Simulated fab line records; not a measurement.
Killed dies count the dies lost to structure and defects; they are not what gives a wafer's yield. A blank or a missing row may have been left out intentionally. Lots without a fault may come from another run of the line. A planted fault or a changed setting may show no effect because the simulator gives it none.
Chamber matching | flow nand harc | rie diel-01 running NHARC_A_STAIRCASE_TRIM_12: 4 sister chambers
The step chemistry O2, time 211.2 s. 4 wafers are shown with their chamber, then 9 later ones without.

== EACH WAFER AND ITS CHAMBER ==
wafer  | chamber | showerhead plenum p Torr (Torr)
L085.5 | 0       | 3.29
L093.3 | 3       | 3.68
L094.1 | 1       | 3.56
L094.5 | 2       | 3.51

== WAFERS MISSING THEIR CHAMBER ==
wafer  | showerhead plenum p Torr (Torr)
L096.1 | 3.56
L096.2 | 3.28
L096.3 | 3.51
L097.1 | 3.55
L097.4 | 3.51
L097.6 | 3.51
L097.2 | 3.27
L097.3 | 3.67
L097.5 | 3.55

== CHAMBER TAKEN BY EACH ==
wafer  | from the rows above | in truth
L096.1 | 1                   | 1
L096.2 | 0                   | 0
L096.3 | 2                   | 2
L097.1 | 1                   | 1
L097.4 | 2                   | 2
L097.6 | 2                   | 2
L097.2 | 0                   | 0
L097.3 | 3                   | 3
L097.5 | 1                   | 1
9 of 9 placed correctly. Not placeable from these rows: 0. Wrongly placed: 0.
How it was worked out, from the rows above alone: a wafer's distance from a chamber is the root of the sum, over the readings, of the square of ((its reading less the chamber's mean) divided by the reading's scatter). The wafer belongs to the nearest chamber; if the next one is less than 2 further off, it can't be placed. A chamber's mean is the mean of its shown wafers. The scatter: with one shown wafer a chamber, the root of the mean of the squares of how far each hidden wafer lies from its nearest shown one.
